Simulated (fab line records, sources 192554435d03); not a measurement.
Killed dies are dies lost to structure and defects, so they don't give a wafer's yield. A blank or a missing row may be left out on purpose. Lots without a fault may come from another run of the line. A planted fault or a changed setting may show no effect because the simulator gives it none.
fab line records | flow n5_finfet
record lots=7 wafers=39
route steps=1938 shown FIN_SAQP@94 DUMMY_GATE@246 MOL_CONTACT_COAG@616
start_h: hours from the record's first day to the start of the lot's first wafer shown | wait_h: hours since the lot's step before | " the same as in the row above | L1.1+2: a row that stands for several wafers | - no value, or no start given | * or withheld: withheld | < > ~ a bound
route shown NAME@n: a module of which the file shows steps, and the number in the route of the first | usual: mean/standard deviation of fault-free wafers | same: alike in all rows | chamber/n: place in a boat | sites: the reading at each site | _std_site: their standard deviation | _edge_site: outer sites' mean less inner sites' | radius_mm: how far each site lies from the wafer's centre | mask NAME#n: copy n | behind: the tool/chamber that last shaped the wafer | hold: why the lot was held/for how many hours/how that ended | device: the transistor (n, p or np) that didn't switch | end of line: the same wafers' tests at the end of the route | a step without rows: its recipe alone | killed: dies lost to structure and defects at the first sort, not the wafer's yield | map: a wafer's dies, x killed, . not, _ none there
set.NAME: the setting as run; set.NAME@STEP: as run at that earlier step | model.NAME: the simulator's own value behind a step, which no gauge read
lots whose settings were changed on purpose; a table a step, a row a wafer
## steps
# step N5_FIN_SAQP_ALD_61
# recipe material=SiO2 target_thk_a=40 temp_c=300 ald_precursor_family=BDEAS ald_co_reactant=O2-plasma pulse_time_s=1 purge_time_s=2 co_reactant_purge_time_s=2 ald_cycles=43 pressure_torr=2
# columns lot.wafer tool chamber start_h wait_h set.temp_c model.SiO2_of_FIN_SAQP_ALD_61.thk_nm
L080.1 ald_sin-01 1 58.09 0.0 300 3.999
L080.2 " 2 " " 300 4.025
L080.3 " 0 " " 300 4.013
L080.4 " 3 " " 300 4.011
L080.5 " 3 " " 300 4
L080.6 " 2 " " 300 4.008
L081.1 ald_sin-01 2 63.45 0.0 288.6 4.177
L081.2 " 1 " " 300 4.012
L081.3 " 0 " " 300 3.977
L081.4 " 3 " " 288.6 4.207
L081.5 " 1 " " 288.6 4.174
L081.6 " 2 " " 300 3.987
L087.1 ald_sin-03 0 101.19 1.9 289.5 4.181
L087.2 " 3 " " 300 4.018
L087.3 " 1 " " 300 4.009
L087.4 " 2 " " 289.5 4.15
L087.5 " 3 " " 289.5 4.139
L087.6 " 2 " " 300 4.031
L088.1 ald_sin-03 0 105.02 0.0 300 3.976
L088.2 " 3 " " 300 3.967
L088.3 " 1 " " 300 3.973
L088.4 " 2 " " 300 4.002
L088.5 " 3 " " 300 3.975
L088.6 " 0 " " 300 3.962
L090.1 ald_sin-03 1 116.84 0.0 300 3.989
L090.2 " 0 " " 300 3.983
L090.3 " 3 " " 307.6 3.913
L090.4 " 2 " " 300 3.996
L090.5 " 0 " " 307.6 3.961
L090.6 " 3 " " 307.6 3.939
L096.1 ald_sin-01 2 153.44 0.0 300 3.976
L096.5 " 0 " " 300 4.006
L096.6 " 1 " " 300 4.04
L097.1 ald_sin-03 3 160.69 1.3 294.2 4.086
L097.2 " 1 " " 300 4.001
L097.3 " 2 " " 294.2 4.097
L097.4 " 0 " " 300 3.998
L097.5 " 2 " " 294.2 4.071
L097.6 " 3 " " 300 4.006
# step N5_FIN_SAQP_HM_DEP_72
# recipe material=SiO2 target_thk_a=120 temp_c=400 precursor=SiH4/N2O pressure_torr=0.75 rf_w=275 time_s=7.2
# columns lot.wafer tool chamber start_h wait_h set.target_thk_a model.SiO2_of_FIN_SAQP_HM_DEP_72.thk_nm
L080.1 pecvd-04 2 58.84 0.0 120 12.05
L080.2 " 1 " " 125.2 12.56
L080.3 " 0 " " 125.2 12.57
L080.4 " 1 " " 120 12.25
L080.5 " 2 " " 120 12.38
L080.6 " 0 " " 125.2 12.61
L081.1 pecvd-03 1 64.30 0.0 120 11.9
L081.2 " 0 " " 112.7 11.33
L081.3 " 2 " " 120 12.03
L081.4 " 2 " " 120 12.33
L081.5 " 1 " " 112.7 11.53
L081.6 " 0 " " 112.7 11.7
L087.1 pecvd-04 0 102.01 0.0 110.2 11.01
L087.2 " 2 " " 120 11.62
L087.3 " 1 " " 120 11.89
L087.4 " 1 " " 120 12.09
L087.5 " 2 " " 110.2 11.07
L087.6 " 0 " " 110.2 11.03
L088.1 pecvd-01 2 105.99 0.0 120 12.07
L088.2 " 1 " " 120 12.01
L088.3 " 0 " " 105.3 10.56
L088.4 " 2 " " 120 12.24
L088.5 " 0 " " 105.3 10.83
L088.6 " 1 " " 105.3 10.65
L090.1 pecvd-03 2 117.63 0.0 127.9 12.44
L090.2 " 1 " " 120 11.84
L090.3 " 0 " " 120 11.78
L090.4 " 0 " " 120 12.02
L090.5 " 2 " " 127.9 12.95
L090.6 " 1 " " 127.9 12.66
L096.1 pecvd-01 0 154.22 0.0 120 11.92
L096.5 " 1 " " 120 11.95
L096.6 " 2 " " 120 12
L097.1+3 pecvd-03 2,1 161.53 0.0 120 11.9
L097.2 " 1 " " 120 11.78
L097.4 " 2 " " 120 12.36
L097.5 " 1 " " 120 11.87
L097.6 " 2 " " 120 12.17
# step N5_FIN_SAQP_COAT_49
# recipe resist=SOC temp_c=250 time_s=60 spin_rpm=1500 resist_thk_nm=100
# step N5_FIN_SAQP_COAT_50
# recipe resist=SiARC temp_c=220 time_s=60 spin_rpm=1500 resist_thk_nm=35
# step N5_FIN_SAQP_ETCH_52
# recipe chemistry=N2/H2 target=SOC target_depth_a=1000 overetch_a=200 mask_material=SiARC temp_c=40 time_s=150 ion_energy_ev=200 pressure_mtorr=30 source_w=840 bias_w=150 n2_flow_sccm=200 h2_flow_sccm=200 ends=end_point
# step N5_FIN_SAQP_STRIP_53
# recipe chemistry=N2/H2 temp_c=40 n2_flow_sccm=200 h2_flow_sccm=200 rf_frequency_hz=6e+07
# step N5_FIN_SAQP_HM_OPEN_73
# recipe chemistry=CHF3/O2 target=SiO2 stop_on=a-Si target_depth_a=120 over_etch_frac=1.8 mask_material=SOC time_s=16.8 pressure_mtorr=30 source_w=650 bias_w=170 Ar_flow_sccm=200 CHF3_flow_sccm=50 O2_flow_sccm=5 ion_energy_ev=200 ends=end_point
# columns lot.wafer tool chamber start_h wait_h set.target_thk_a@FIN_SAQP_HM_DEP_72 model.etch.depth_nm
L080.1 rie_diel-01 2 59.68 0.0 120 12.05
L080.2 " 1 " " 125.2 12.56
L080.3 " 0 " " 125.2 12.57
L080.4 " 3 " " 120 12.25
L080.5 " 1 " " 120 12.38
L080.6 " 0 " " 125.2 12.61
L081.1 rie_diel-05 1 65.04 0.0 120 11.9
L081.2 " 0 " " 112.7 11.33
L081.3 " 2 " " 120 12.03
L081.4 " 3 " " 120 12.33
L081.5 " 0 " " 112.7 11.53
L081.6 " 3 " " 112.7 11.7
L087.1 rie_diel-01 2 102.63 0.0 110.2 11.01
L087.2 " 1 " " 120 11.62
L087.3 " 0 " " 120 11.89
L087.4 " 3 " " 120 12.09
L087.5 " 1 " " 110.2 11.07
L087.6 " 0 " " 110.2 11.03
L088.1 rie_diel-03 3 107.46 0.0 120 12.07
L088.2 " 2 " " 120 12.01
L088.3 " 1 " " 105.3 10.56
L088.4 " 0 " " 120 12.24
L088.5 " 0 " " 105.3 10.83
L088.6 " 3 " " 105.3 10.65
L090.1 rie_diel-05 3 118.24 0.0 127.9 12.44
L090.2 " 2 " " 120 11.84
L090.3 " 1 " " 120 11.78
L090.4 " 0 " " 120 12.02
L090.5 " 2 " " 127.9 12.95
L090.6 " 1 " " 127.9 12.66
L096.1 rie_diel-03 3 154.96 0.0 120 11.92
L096.5 " 3 " " 120 11.95
L096.6 " 2 " " 120 12
L097.1+3 rie_diel-03 1,3 162.30 0.0 120 11.9
L097.2 " 2 " " 120 11.78
L097.4 " 2 " " 120 12.36
L097.5 " 1 " " 120 11.87
L097.6 " 3 " " 120 12.17
# step N5_DUMMY_GATE_ETCH_32
# recipe chemistry=CF4 target=SiO2 target_depth_a=35 time_s=3.9 ion_energy_ev=350 pressure_mtorr=10 icp_w=800 bias_w=400 cf4_flow_sccm=80
# columns lot.wafer tool chamber start_h wait_h set.time_s model.etch.depth_nm
L080.1 rie_si-04 2 84.54 0.1 3.288 2.976
L080.2 " 3 " " 3.288 2.977
L080.3 " 0 " " 3.9 3.349
L080.4 " 1 " " 3.9 3.483
L080.5 " 2 " " 3.9 3.514
L080.6 " 1 " " 3.288 2.928
L081.1 rie_si-03 0 89.52 0.1 3.9 3.436
L081.2 " 2 " " 3.482 3.022
L081.3 " 3 " " 3.9 3.513
L081.4 " 1 " " 3.482 3.142
L081.5 " 3 " " 3.9 3.566
L081.6 " 0 " " 3.482 3.07
L087.1 rie_si-02 0 130.44 0.1 3.9 3.514
L087.2 " 1 " " 3.9 3.389
L087.3 " 2 " " 4.323 3.981
L087.4 " 3 " " 4.323 3.735
L087.5 " 3 " " 4.323 3.715
L087.6 " 2 " " 3.9 3.582
L088.1 rie_si-02 3 137.40 0.1 3.9 3.348
L088.2 " 1 " " 3.9 3.403
L088.3 " 2 " " 3.9 3.565
L088.4 " 0 " " 3.061 2.739
L088.5 " 2 " " 3.061 2.815
L088.6 " 1 " " 3.061 2.656
L090.1 rie_si-03 0 146.87 0.1 3.9 3.447
L090.2 " 3 " " 3.9 3.596
L090.3 " 2 " " 3.9 3.421
L090.4 " 1 " " 3.393 3.103
L090.5 " 0 " " 3.393 3.003
L090.6 " 1 " " 3.393 3.085
L096.1 rie_si-02 1 179.62 0.1 3.9 3.373
L096.5 " 0 " " 3.9 3.475
L096.6 " 3 " " 3.9 3.368
L097.1 rie_si-03 3 190.72 0.1 3.404 3.079
L097.2 " 1 " " 3.9 3.5
L097.3 " 0 " " 3.404 2.973
L097.4 " 2 " " 3.9 3.418
L097.5 " 2 " " 3.9 3.399
L097.6 " 3 " " 3.404 3.076
# step N5_DUMMY_GATE_ETCH_44
# recipe chemistry=HBr/O2 over_etch_frac=0.7 target_depth_a=1275 stop_on=SiO2 ion_energy_ev=60 bias_w=20 target=poly-Si mask_material=SiO2 pressure_mtorr=20 icp_w=400 HBr_flow_sccm=120 O2_flow_sccm=10
# usual oes_product_au=0.723/0.012
# columns lot.wafer tool chamber start_h wait_h set.target_depth_a oes_product_au
L080.1 rie_si-04 2 84.63 0.0 1382 0.692
L080.2 " 3 " " 1382 0.699
L080.3 " 0 " " 1382 0.688
L080.4 " 1 " " 1275 0.727
L080.5 " 2 " " 1275 0.726
L080.6 " 1 " " 1275 0.723
L081.1 rie_si-03 0 89.60 0.0 1376 0.713
L081.2 " 2 " " 1376 0.699
L081.3 " 3 " " 1275 0.722
L081.4 " 1 " " 1376 0.690
L081.5 " 3 " " 1275 0.720
L081.6 " 0 " " 1275 0.748
L087.1 rie_si-02 0 130.53 0.0 1275 0.721
L087.2 " 1 " " 1403 0.692
L087.3 " 2 " " 1275 0.729
L087.4 " 3 " " 1403 0.680
L087.5 " 3 " " 1275 0.716
L087.6 " 2 " " 1403 0.706
L088.1 rie_si-02 3 137.49 0.0 1275 0.712
L088.2 " 1 " " 1275 0.726
L088.3 " 2 " " 1275 0.737
L088.4 " 0 " " 1275 0.715
L088.5 " 2 " " 1275 0.742
L088.6 " 1 " " 1275 0.735
L090.1 rie_si-03 0 146.96 0.0 1115 0.788
L090.2 " 3 " " 1275 0.717
L090.3 " 2 " " 1275 0.709
L090.4 " 1 " " 1115 0.772
L090.5 " 0 " " 1115 0.795
L090.6 " 1 " " 1275 0.713
L096.1 rie_si-02 1 179.71 0.0 1275 0.736
L096.5 " 0 " " 1275 0.720
L096.6 " 3 " " 1275 0.705
L097.1 rie_si-03 3 190.81 0.0 1275 0.734
L097.2 " 1 " " 1275 0.720
L097.3 " 0 " " 1275 0.749
L097.4 " 2 " " 1414 0.696
L097.5 " 2 " " 1414 0.709
L097.6 " 3 " " 1414 0.701
# step N5_DUMMY_GATE_ETCH_42
# recipe chemistry=CHF3/O2 target=SiO2 target_depth_a=35 time_s=31 ion_energy_ev=30 bias_w=12 pressure_mtorr=30 source_w=600 Ar_flow_sccm=200 CHF3_flow_sccm=50 O2_flow_sccm=5
# usual rf_vpp_V=42.1/0.88
# columns lot.wafer tool chamber start_h wait_h set.bias_w rf_vpp_V
L080.1 rie_diel-06 3 84.89 0.1 12 41.9
L080.2 " 2 " " 12 42.6
L080.3 " 0 " " 12 42.5
L080.4 " 1 " " 12 42.9
L080.5 " 3 " " 12 41.7
L080.6 " 2 " " 12 40.8
L081.1 rie_diel-02 3 89.76 0.0 10.35 37.2
L081.2 " 1 " " 10.35 37.7
L081.3 " 0 " " 12 42.8
L081.4 " 2 " " 12 42.1
L081.5 " 2 " " 12 41.6
L081.6 " 3 " " 10.35 38.1
L087.1 rie_diel-06 1 130.69 0.0 12.74 43.2
L087.2 " 2 " " 12 43.8
L087.3 " 3 " " 12 42.4
L087.4 " 0 " " 12.74 44.5
L087.5 " 0 " " 12 42.8
L087.6 " 1 " " 12.74 44.3
L088.1 rie_diel-02 1 137.69 0.1 12 43.2
L088.2 " 2 " " 13.79 44.6
L088.3 " 3 " " 13.79 45.7
L088.4 " 1 " " 13.79 47.4
L088.5 " 3 " " 12 42.8
L088.6 " 2 " " 12 42.5
L090.1 rie_diel-06 2 147.12 0.0 11.2 39.7
L090.2 " 0 " " 12 43.1
L090.3 " 1 " " 11.2 39.3
L090.4 " 3 " " 11.2 41.0
L090.5 " 1 " " 12 41.3
L090.6 " 2 " " 12 42.7
L096.1 rie_diel-02 0 179.87 0.0 12 43.3
L096.5 " 2 " " 12 41.4
L096.6 " 0 " " 12 42.2
L097.1 rie_diel-02 1 190.96 0.0 12 42.2
L097.2 " 0 " " 12 42.1
L097.3 " 3 " " 11.35 39.1
L097.4 " 2 " " 11.35 40.6
L097.5 " 1 " " 11.35 40.1
L097.6 " 0 " " 12 42.4
# step N5_MOL_CONTACT_COAG_ETCH_124
# recipe chemistry=CH3F/O2 target=SiNx target_depth_a=65 mask_material=SOC stop_on=SiOC over_etch_frac=0.3 ion_energy_ev=120 pressure_mtorr=30 source_w=395 bias_w=73 Ar_flow_sccm=150 CH3F_flow_sccm=30 O2_flow_sccm=20 ends=end_point
# usual rf_vpp_V=297/3.6
# columns lot.wafer tool chamber start_h wait_h set.source_w rf_vpp_V
L080.1 rie_diel-05 3 139.12 0.0 395 303
L080.2 " 0 " " 420.6 288
L080.3 " 2 " " 420.6 289
L080.4 " 1 " " 420.6 280
L080.5 " 1 " " 395 288
L080.6 " 0 " " 395 298
L081.1 rie_diel-01 1 143.05 0.0 395 295
L081.2 " 3 " " 395 301
L081.3 " 2 " " 395 297
L081.4 " 0 " " 395 298
L081.5 " 2 " " 395 298
L081.6 " 3 " " 395 301
L087.1 rie_diel-03 1 187.89 0.0 395 294
L087.2 " 3 " " 395 297
L087.3 " 2 " " 395 302
L087.4 " 0 " " 395 306
L087.5 " 2 " " 395 302
L087.6 " 3 " " 395 296
L088.1 rie_diel-01 2 190.05 0.0 395 295
L088.2 " 0 " " 355.7 312
L088.3 " 1 " " 355.7 311
L088.4 " 3 " " 395 302
L088.5 " 3 " " 355.7 316
L088.6 " 2 " " 395 296
L090.1 rie_diel-01 2 202.49 0.0 337.7 318
L090.2 " 3 " " 395 300
L090.3 " 1 " " 337.7 316
L090.4 " 0 " " 395 298
L090.5 " 0 " " 395 297
L090.6 " 3 " " 337.7 324
L096.1 rie_diel-05 0 237.08 0.0 395 297
L096.5 " 1 " " 395 289
L096.6 " 0 " " 395 296
L097.1 rie_diel-01 0 240.46 0.0 470.8 273
L097.2 " 1 " " 395 298
L097.3 " 2 " " 395 297
L097.4 " 0 " " 395 297
L097.5 " 1 " " 470.8 271
L097.6 " 2 " " 470.8 272
## key
split step=N5_FIN_SAQP_ALD_61 setting=temp_c stated=300 by=wafer
response step=N5_FIN_SAQP_ALD_61 reading=model.SiO2_of_FIN_SAQP_ALD_61.thk_nm change=-0.041 per=1% r=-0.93
split step=N5_FIN_SAQP_HM_DEP_72 setting=target_thk_a stated=120 by=wafer
response step=N5_FIN_SAQP_HM_DEP_72 reading=model.SiO2_of_FIN_SAQP_HM_DEP_72.thk_nm change=+0.109 per=1% r=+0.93
response step=N5_FIN_SAQP_HM_OPEN_73 reading=model.etch.depth_nm change=+0.109 per=1% r=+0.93
split step=N5_DUMMY_GATE_ETCH_32 setting=time_s stated=3.9 by=wafer
response step=N5_DUMMY_GATE_ETCH_32 reading=model.etch.depth_nm change=+0.0325 per=1% r=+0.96
split step=N5_DUMMY_GATE_ETCH_44 setting=target_depth_a stated=1275 by=wafer
response step=N5_DUMMY_GATE_ETCH_44 reading=oes_product_au change=-0.00401 per=1% r=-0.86
split step=N5_DUMMY_GATE_ETCH_42 setting=bias_w stated=12 by=wafer
response step=N5_DUMMY_GATE_ETCH_42 reading=rf_vpp_V change=+0.271 per=1% r=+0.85
split step=N5_MOL_CONTACT_COAG_ETCH_124 setting=source_w stated=395 by=wafer
response step=N5_MOL_CONTACT_COAG_ETCH_124 reading=rf_vpp_V change=-1.4 per=1% r=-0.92
